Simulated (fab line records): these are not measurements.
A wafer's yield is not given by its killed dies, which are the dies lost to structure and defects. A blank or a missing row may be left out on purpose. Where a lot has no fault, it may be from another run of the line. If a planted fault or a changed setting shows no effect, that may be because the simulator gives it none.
Chamber matching	flow n5 finfet	N5_BEOL_M1_PRE_CLEAN_60 on cvd co-01 has 3 sister chambers
The step time 15 s. 3 wafers are shown with their chamber, then 12 later ones without.

WAFERS, EACH WITH ITS CHAMBER
wafer	chamber	heater power w (W)
L080.6	0	80
L088.1	1	82
L088.6	2	48

WAFERS WITH NO CHAMBER GIVEN
wafer	heater power w (W)
L086.1	80
L086.3	81
L086.4	82
L090.3	80
L090.4	82
L090.6	48
L092.1	47
L092.2	80
L092.6	47
L096.1	47
L096.2	81
L096.5	48

WHICH CHAMBER EACH WENT THROUGH
wafer	from the rows above	in truth
L086.1	0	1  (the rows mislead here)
L086.3	can't be placed: 0 or 1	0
L086.4	1	1
L090.3	0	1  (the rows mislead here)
L090.4	1	1
L090.6	2	2
L092.1	2	2
L092.2	0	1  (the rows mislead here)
L092.6	2	2
L096.1	2	2
L096.2	can't be placed: 0 or 1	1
L096.5	2	2
7 of 12 placed correctly. These rows do not allow placing 2 (true chamber among the candidates in 2). 3 placed wrongly.
How it was worked out, from the rows above alone: a wafer's distance from a chamber is the root of the sum, over the readings, of the square of ((its reading less the chamber's mean) divided by the reading's scatter). If the next closest chamber is less than 2 further off than the closest, the wafer can't be placed; otherwise it belongs to the closest. A chamber's mean is the mean of its shown wafers. The scatter (one wafer shown for each chamber): square how far every hidden wafer sits from the nearest shown wafer, average those squares and take the square root.
